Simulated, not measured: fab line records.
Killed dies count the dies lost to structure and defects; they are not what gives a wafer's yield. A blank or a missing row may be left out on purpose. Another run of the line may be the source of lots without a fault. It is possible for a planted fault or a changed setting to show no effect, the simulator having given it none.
Chamber matching + flow n5_finfet + N5_SDB_CMP_30 on cmp-04 has 4 sister chambers
The step polishes, stops on poly-Si, t overpolish 1.54 s, target thk 30 nm. 16 wafers are shown with their chamber, then 8 later ones without.

EACH WAFER AND ITS CHAMBER
| wafer  | chamber | motor_current_A (A) | time_to_endpoint_s (s) | overpolish_run_s (s) |
|--------|---------|---------------------|------------------------|----------------------|
| L076.2 | 1       | 12.4                | 14.8                   | 1.538                |
| L076.3 | 2       | 12.4                | 16.2                   | 1.549                |
| L076.4 | 0       | 11.9                | 16.4                   | 1.543                |
| L081.2 | 3       | 11.1                | 15.7                   | 1.542                |
| L081.3 | 0       | 12.5                | 16.8                   | 1.536                |
| L081.5 | 2       | 11.9                | 14.9                   | 1.522                |
| L082.3 | 0       | 12.0                | 18.0                   | 1.552                |
| L082.4 | 1       | 11.9                | 16.1                   | 1.543                |
| L082.5 | 1       | 11.8                | 15.5                   | 1.547                |
| L083.2 | 2       | 13.0                | 14.0                   | 1.545                |
| L083.5 | 2       | 12.3                | 16.6                   | 1.530                |
| L083.6 | 1       | 12.6                | 14.6                   | 1.547                |
| L084.2 | 3       | 11.0                | 17.5                   | 1.539                |
| L084.3 | 0       | 11.5                | 19.0                   | 1.541                |
| L084.6 | 3       | 11.5                | 17.5                   | 1.553                |
| L085.2 | 3       | 12.0                | 15.1                   | 1.519                |

SIGNATURES, as means of the wafers listed above
| reading            | chamber 0 | chamber 1 | chamber 2 | chamber 3 | scatter within a chamber |
|--------------------|-----------|-----------|-----------|-----------|--------------------------|
| motor_current_A    | 11.975    | 12.175    | 12.400    | 11.400    | 0.428                    |
| time_to_endpoint_s | 17.550    | 15.250    | 15.425    | 16.450    | 1.1                      |
| overpolish_run_s   | 1.54300   | 1.54375   | 1.53650   | 1.53825   | 0.0103                   |
Rule: a wafer's distance from a chamber is the root of the sum, over the readings, of the square of ((its reading less the chamber's mean) divided by the reading's scatter). The wafer belongs to the nearest chamber; if the next one is less than 2 further off, it can't be placed. How the scatter is found: for the shown wafers, subtract from each reading the mean of its chamber, square and add these, divide the total by (wafers less chambers), then take the root.

WAFERS WITHOUT THEIR CHAMBER
| wafer  | motor_current_A (A) | time_to_endpoint_s (s) | overpolish_run_s (s) |
|--------|---------------------|------------------------|----------------------|
| L085.5 | 11.4                | 15.6                   | 1.536                |
| L085.6 | 12.2                | 15.2                   | 1.557                |
| L086.1 | 11.0                | 16.1                   | 1.537                |
| L086.3 | 11.5                | 16.8                   | 1.556                |
| L086.5 | 12.1                | 16.8                   | 1.527                |
| L089.1 | 11.7                | 16.3                   | 1.537                |
| L089.4 | 11.3                | 17.3                   | 1.536                |
| L089.5 | 10.9                | 17.0                   | 1.550                |

CHAMBER TAKEN BY EACH
| wafer  | from the rows above               | in truth |
|--------|-----------------------------------|----------|
| L085.5 | can't be placed: 3 or 1 or 0 or 2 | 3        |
| L085.6 | can't be placed: 1 or 2 or 0 or 3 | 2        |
| L086.1 | can't be placed: 3 or 0 or 1      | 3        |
| L086.3 | can't be placed: 3 or 0 or 1 or 2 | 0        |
| L086.5 | can't be placed: 2 or 0 or 3 or 1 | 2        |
| L089.1 | can't be placed: 3 or 0 or 1 or 2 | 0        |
| L089.4 | can't be placed: 3 or 0           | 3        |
| L089.5 | can't be placed: 3 or 0 or 1      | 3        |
Correct placement for 0 of the 8. Cannot be placed on the basis of these rows: 8; the candidates contain the true chamber in 8. Placed wrongly: 0.
